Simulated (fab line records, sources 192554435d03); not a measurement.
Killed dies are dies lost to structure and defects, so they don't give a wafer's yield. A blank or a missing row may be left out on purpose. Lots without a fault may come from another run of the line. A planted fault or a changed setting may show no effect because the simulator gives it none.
Split-lot experiment | flow n5_finfet | 7 lots, 21 wafers read, on a route of 1938 steps

THE SPLIT
At N5_BEOL_M5_ETCH_68 (etches SOC in N2/H2, target depth 80 nm, overetch 16 nm, time 120 s), the setting bias_w was moved away from the recipe's 150 W on 4 of the 21 wafers read, by -9.3% to +12.4%. The other wafers ran this setting at the recipe's value.

The reading is taken at the split's own step.

THE READING
rf_vpp_V, in V, at N5_BEOL_M5_ETCH_68 (etches SOC in N2/H2, target depth 80 nm, overetch 16 nm, time 120 s). Fault-free wafers of this fab line usually give 524.6 V, standard deviation 2.5 V.

wafer  | tool, chamber at the split | bias_w as run, W | against the recipe | rf_vpp_V, V | against lot-mates on the recipe
L080.1 | rie_diel-06, 2             | 150              | recipe             | 528.6       | -
L080.2 | rie_diel-06, 1             | 150              | recipe             | 518.8       | -
L080.4 | rie_diel-06, 0             | 142.8            | -4.8%              | 511.0       | -12.7
L079.2 | rie_diel-06, 2             | 150              | recipe             | 527.8       | -
L079.3 | rie_diel-06, 3             | 150              | recipe             | 524.4       | -
L079.4 | rie_diel-06, 0             | 150              | recipe             | 526.2       | -
L085.2 | rie_diel-04, 2             | 150              | recipe             | 524.4       | -
L085.4 | rie_diel-04, 0             | 137.8            | -8.1%              | 500.1       | -24.7
L085.6 | rie_diel-04, 3             | 150              | recipe             | 525.3       | -
L094.2 | rie_diel-06, 0             | 150              | recipe             | 525.1       | -
L094.5 | rie_diel-06, 2             | 150              | recipe             | 527.4       | -
L094.6 | rie_diel-06, 3             | 150              | recipe             | 522.7       | -
L093.2 | rie_diel-01, 1             | 168.6            | +12.4%             | 562.6       | +40.2
L093.3 | rie_diel-01, 2             | 150              | recipe             | 526.1       | -
L093.4 | rie_diel-01, 0             | 150              | recipe             | 518.7       | -
L095.2 | rie_diel-04, 3             | 150              | recipe             | 524.7       | -
L095.4 | rie_diel-04, 1             | 150              | recipe             | 526.2       | -
L095.5 | rie_diel-04, 1             | 150              | recipe             | 525.5       | -
L097.1 | rie_diel-04, 2             | 150              | recipe             | 524.6       | -
L097.3 | rie_diel-04, 0             | 150              | recipe             | 525.6       | -
L097.6 | rie_diel-04, 1             | 136              | -9.3%              | 494.0       | -31.1

THE FIT
A straight line over all 21 wafers: rf_vpp_V changes by +3.1 V for each +1% of bias_w; r = +0.98; the points scatter about the line by 2.5 V.
The same after taking each lot's own level away (the mean of its wafers on the recipe; 21 wafers): +3.19 V for each +1%; r = +0.98; scatter 2.3 V.
On that fit, the largest move of bias_w shifts the reading by 40 V.
The lots' own levels span 522.40 to 526.13 V, that is 1.5 times the standard deviation above.
So the lot-to-lot level changes the slope little: the two slopes agree.
Check: with one of the wafers moved furthest among these (+12.4%) left out of the fit, the line predicts +39 V for it against its lot-mates. It came out at +40.2 V against them.
Tool readings at the split's step, against how far the setting was moved: rf_vpp_V r = +0.98.

OTHER SPLITS ON THESE WAFERS
These wafers also went through other splits before the reading. Each is held against what the fit with the lots' levels taken away leaves over:
other split on the same wafers      | wafers away from the commonest value | r with rf_vpp_V (lot level and that fit taken away)
N5_MOL_CONTACT_COAG_PECVD_31 temp_c | 4                                    | +0.18
N5_BEOL_M1_EXPOSE_25 dose_mj        | 6                                    | +0.04
N5_BEOL_M2_TRENCH_ETCH_37 bias_w    | 3                                    | -0.09
N5_BEOL_M3_COAT_67 spin_rpm         | 11                                   | +0.08
N5_BEOL_M3_EXPOSE_25 dose_mj        | 6                                    | -0.11
N5_BEOL_M4_ETCH_64 bias_w           | 12                                   | +0.09
N5_BEOL_M4_DEP_57 time_s            | 6                                    | +0.01
N5_BEOL_M5_COAT_71 spin_rpm         | 8                                    | +0.07

THE FILE'S OWN FIT
rf_vpp_V changes by +3.18 V for each +1% of bias_w, r = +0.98.
